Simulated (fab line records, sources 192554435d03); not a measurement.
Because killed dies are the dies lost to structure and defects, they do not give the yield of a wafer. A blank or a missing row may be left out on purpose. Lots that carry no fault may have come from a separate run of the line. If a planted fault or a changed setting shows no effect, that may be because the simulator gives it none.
Matching of chambers | flow n5Finfet | rieDiel-01 running N5_BEOL_M12_VIA_ETCH_16: 4 sister chambers
The step etches SiOC in C4F8/O2/Ar, target depth 724.8 nm. 4 wafers are shown with their chamber, then 11 later ones without.

## WAFERS, EACH WITH ITS CHAMBER
wafer  | chamber | drypumpMotorCurrentA (A)
L080.4 | 1       | 5.8
L084.2 | 0       | 6.3
L086.3 | 2       | 5.3
L089.1 | 3       | 6.0

## WAFERS WHOSE CHAMBER IS MISSING
wafer  | drypumpMotorCurrentA (A)
L089.2 | 5.3
L089.3 | 6.3
L088.1 | 5.3
L088.5 | 6.0
L088.6 | 6.3
L094.3 | 6.3
L094.4 | 5.3
L094.6 | 5.3
L096.4 | 5.3
L096.5 | 6.0
L096.6 | 6.4

## THE CHAMBER EACH PASSED THROUGH
wafer  | from the rows above | in truth
L089.2 | 2                   | 2
L089.3 | 0                   | 0
L088.1 | 2                   | 2
L088.5 | 3                   | 3
L088.6 | 0                   | 0
L094.3 | 0                   | 0
L094.4 | 2                   | 2
L094.6 | 2                   | 2
L096.4 | 2                   | 2
L096.5 | 3                   | 3
L096.6 | 0                   | 0
Correctly placed: 11 of 11. Left unplaced by these rows: 0. Wrongly placed: 0.
How it was worked out, from the rows above alone: a wafer's distance from a chamber is the root of the sum, over the readings, of the square of ((its reading less the chamber's mean) divided by the reading's scatter). If the next closest chamber is less than 2 further off than the closest, the wafer can't be placed; otherwise it belongs to the closest. A chamber's mean is the mean of its shown wafers. The scatter: with one shown wafer a chamber, the root of the mean of the squares of how far each hidden wafer lies from its nearest shown one.
